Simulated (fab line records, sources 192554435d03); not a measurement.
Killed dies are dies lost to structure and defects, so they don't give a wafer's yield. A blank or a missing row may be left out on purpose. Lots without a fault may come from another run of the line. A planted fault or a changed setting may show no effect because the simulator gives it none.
A struck lot beside a sound one | flow n5_finfet | 16 steps out of a route of 1938
Sound: wafers L315.2, L315.4, L315.5. Struck: wafers L310.4, L310.5, L310.6. The cause comes at the end.
At each step with rows: each side's tool, then ch and its chambers, then its first start. Under that, the readings that differ: sound wafers | struck wafers | difference of the means | sigmas: that difference in standard deviations of wafers without a fault.
alike: readings whose means differ by less than 2 such deviations, and words and numbers that are the same on both sides. not compared: withheld readings, readings that some wafer has no value for, bounds like >300 that may hide the same value, and numbers for which the record gives no deviation and whose values overlap.
The two part at a step that has a row with sigmas, a row that says differs or no value, or rows on one side only. Numbers that don't overlap but have no deviation are shown without sigmas and don't part them. A reading that every wafer of one side lacks parts them only if that side has two wafers or more.

first, 3 steps without rows for these wafers: N5_BEOL_M0_SAQP_STRIP_80 (strips in N2/H2); N5_BEOL_M0_SAQP_HM_OPEN_112 (chemistry CHF3/O2, target SiO2, stops on a-Si, target depth 12 nm, time 13.5 s); N5_BEOL_M0_SAQP_STRIP_113 (strips in CHF3/O2).
N5_BEOL_M0_SAQP_MANDREL_ETCH_20: etches a-Si in HBr/Cl2, stops on SiNx, target depth 60 nm, bt time 10 s, time 30 s.
  sound on rie_si-01 ch 0,1,2, day 8 16:14; struck on rie_si-02 ch 0,1, day 7 14:46
  alike: HBr_flow_sccm, bias_w, drypump_motor_current_A, he_backside_leak_sccm, mfc_cl2_sccm, oes_product_au, throttle_valve_pct
  not compared: rf_hours_counter_h
N5_BEOL_M0_SAQP_STRIP_86: strips in N2/H2.
  sound on rie_diel-03 ch 0,1, day 8 16:28; struck on rie_diel-01 ch 0,1,2, day 7 14:52
  alike: bias_power_w, drypump_motor_current_A, oes_product_au, rf_vpp_V, showerhead_plenum_p_Torr, throttle_valve_pct
  not compared: rf_hours_counter_h
then, 2 steps without rows for these wafers: N5_BEOL_M0_SAQP_STRIP_115 (strips in post etch residue remover, time 60 s); N5_BEOL_M0_SAQP_SRD_93 (time 30 s).
N5_BEOL_M0_SAQP_RECESS_114: chemistry HF/NH3, target SiO2, target depth 14.4 nm, afs cycles 3, sublimation time 60 s.
  sound on vapor_etch-01 ch 0, day 8 16:43; struck on vapor_etch-01 ch 0, day 7 15:22
  alike: drypump_motor_current_A
then, 2 steps without rows for these wafers: N5_BEOL_M0_SAQP_SPACER1_ALD_98 (deposits SiO2, target thk 12.8 nm, pulse time 1 s, purge time 2 s); N5_BEOL_M0_SAQP_SPACER1_ETCHBACK_99 (etches SiO2 in CHF3/O2, target depth 15.4 nm, time 7.7 s).
N5_BEOL_M0_SAQP_MANDREL1_REMOVE_100: chemistry HBr/Cl2/O2, target a-Si, stops on SiNx, bt time 10 s.
  sound on rie_si-02 ch 0,1,2, day 8 19:08; struck on rie_si-01 ch 0,3, day 7 16:24
  alike: drypump_motor_current_A, he_backside_leak_sccm, mfc_cl2_sccm, oes_product_au, throttle_valve_pct
  not compared: rf_hours_counter_h
N5_BEOL_M0_SAQP_CD_MEAS_25: target cd 13.1 nm.
  sound on cd_sem-01 ch 0, day 8 19:14; struck on cd_sem-03 ch 0, day 7 16:31
  alike: cd_nm
N5_BEOL_M0_SAQP_ETCH_101: etches SiNx in CH3F/O2, target depth 29.9 nm, time 42.7 s.
  sound on rie_diel-03 ch 0,1, day 8 19:17; struck on rie_diel-01 ch 0,3, day 7 16:56
  no value came back on the struck wafers for any of 8 readings (CH3F_flow_sccm (sccm), O2_flow_sccm (sccm) and others); on the sound wafers CH3F_flow_sccm (sccm) reads 29.93 30.16 30.09
  not compared: rf_hours_counter_h
N5_BEOL_M0_SAQP_ETCH_102: etches SiO2 in CF4, target depth 4 nm, time 4.4 s.
  sound on rie_si-04 ch 1,3, day 8 19:23; struck on rie_si-04 ch 1,2, day 7 17:02
  alike: bias_w, cf4_flow_sccm, drypump_motor_current_A, he_backside_leak_sccm, oes_product_au, throttle_valve_pct
  not compared: rf_hours_counter_h
N5_BEOL_M4_RC_MEAS_101:
  the record has rows for the sound wafers here (prober-02 ch 0, day 11 07:38) and none for the struck ones
-- the record jumps here: 7 days lie between the struck wafers' starts before and after (it left off in module BEOL_M4 and takes up again in module PASSIVATION, whose first step shown is number 1936 of the route) --
N5_PASSIVATION_PROBE_49:
  sound on prober-02, day 15 14:01; struck on prober-01, day 14 11:52
  reading                  | sound | struck         | difference | sigmas
  defect_limited_yield (%) | 91.0  | 0 0 0          | -91        | -61
  killed_at_M0_to_M3       | 36    | 1130 1119 1127 | +1089      | +99 or more
  killed_dies              | 106   | 1180 1180 1180 | +1074      | +60
  killed_on_rim            | 12    | 152 152 152    | +140       | +40
  sort_bin_5_function (%)  | 5.1   | 96.6 96.3 97.6 | +91.7      | +95
  sort_n_pass              | 1074  | 0 0 0          | -1074      | -57
  sort_yield_pct (%)       | 91.0  | 0 0 0          | -91        | -57
  alike: killed_at_M4_up, killed_at_contacts, killed_at_front_end, killed_at_other, killed_open, killed_short, sort_bin_6_memory

WHERE THEY PART
First at N5_BEOL_M0_SAQP_ETCH_101; last, within this record, at N5_PASSIVATION_PROBE_49.

WHY: what the simulator had put in
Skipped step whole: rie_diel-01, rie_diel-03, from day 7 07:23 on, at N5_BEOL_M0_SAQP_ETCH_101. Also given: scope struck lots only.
